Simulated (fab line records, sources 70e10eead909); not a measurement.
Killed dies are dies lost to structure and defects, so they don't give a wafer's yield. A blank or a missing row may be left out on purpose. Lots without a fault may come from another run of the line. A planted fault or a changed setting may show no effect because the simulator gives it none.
A struck lot beside a sound one | flow nand_harc | 14 steps out of a route of 1159
Sound: wafers L565.2, L565.3, L565.4. Struck: wafers L580.1, L580.3, L580.6. The cause comes at the end.
At each step with rows: each side's tool, then ch and its chambers, then its first start. Under that, the readings that differ: sound wafers | struck wafers | difference of the means | sigmas: that difference in standard deviations of wafers without a fault.
alike: readings whose means differ by less than 2 such deviations, and words and numbers that are the same on both sides. not compared: withheld readings, readings that some wafer has no value for, bounds like >300 that may hide the same value, and numbers for which the record gives no deviation and whose values overlap.
The two part at a step that has a row with sigmas, a row that says differs or no value, or rows on one side only. Numbers that don't overlap but have no deviation are shown without sigmas and don't part them. A reading that every wafer of one side lacks parts them only if that side has two wafers or more.

first, 1 step without rows for these wafers: NHARC_A_CONTACT_STRIP_27 (strips in post etch residue remover, time 600 s).
NHARC_A_CONTACT_ALD_18: deposits TiN, target thk 3 nm, pulse time 1 s, ald cycles 150.
  sound on ald_metal-03 ch 1,2,3, day 17 05:39; struck on ald_metal-02 ch 0,2, day 21 07:29
  alike: heater_power_outer_w, heater_power_w, precursor_pulse_height_rel
NHARC_A_CONTACT_CVD_19: deposits W, target thk 300 nm, time 802 s.
  sound on cvd_w-01 ch 0,1; struck on cvd_w-01 ch 0,1
  alike: heater_power_outer_w, heater_power_w, mfc_ar_sccm, throttle_valve_pct
NHARC_A_CONTACT_CMP_20: polishes, t overpolish 30 s, target thk 300 nm.
  sound on cmp-04 ch 0,1,3, day 17 09:16; struck on cmp-01 ch 0,1,2, day 21 12:46
  reading                | sound    | struck   | difference | sigmas
  time_to_endpoint_s (s) | 62 64 64 | 55 55 57 | -8         | -2
  alike: motor_current_A, overpolish_run_s, retaining_ring_pressure_frac
then, 1 step without rows for these wafers: NHARC_A_CONTACT_SRD_22.
NHARC_A_CONTACT_INSPECT_23:
  sound on defect_inspect-02, day 17 09:41; struck on defect_inspect-02, day 21 13:08
  alike: raw_defect_count
then, 5 steps without rows for these wafers: NHARC_A_BLC_DEHYDRATE_00 (time 120 s); NHARC_A_BLC_HMDS_01 (time 30 s); NHARC_A_BLC_COAT_02 (time 75 s); NHARC_A_BLC_COAT_03 (time 65 s); NHARC_A_BLC_COAT_04 (resist thk 90 nm).
NHARC_A_BLC_SOFTBAKE_05: time 55 s.
  sound on litho_track-06 ch 0, day 17 09:00; struck on litho_track-06 ch 0, day 21 13:00
  reading                  | sound                | struck               | difference | sigmas
  heater_power_total_W (W) | 188.44 188.71 188.46 | 186.25 186.04 186.52 | -2.27      | -16
then, 1 step without rows for these wafers: NHARC_A_BLC_EBR_06.
-- the record jumps here: 2 days lie between the struck wafers' starts before and after (it left off in module A_BLC and takes up again in module END, whose first step shown is number 1159 of the route) --
NHARC_END_SORT_01:
  sound on prober-02 ch 0, day 19 16:36; struck on prober-02 ch 0, day 23 15:47
  alike: killed_at_array, killed_at_other, killed_at_periphery, killed_dies, killed_open, killed_short

WHERE THEY PART
First at NHARC_A_CONTACT_CMP_20; last, within this record, at NHARC_A_BLC_SOFTBAKE_05. Later steps at which nothing parts them and some readings are alike: NHARC_END_SORT_01.

WHY: what the simulator had put in
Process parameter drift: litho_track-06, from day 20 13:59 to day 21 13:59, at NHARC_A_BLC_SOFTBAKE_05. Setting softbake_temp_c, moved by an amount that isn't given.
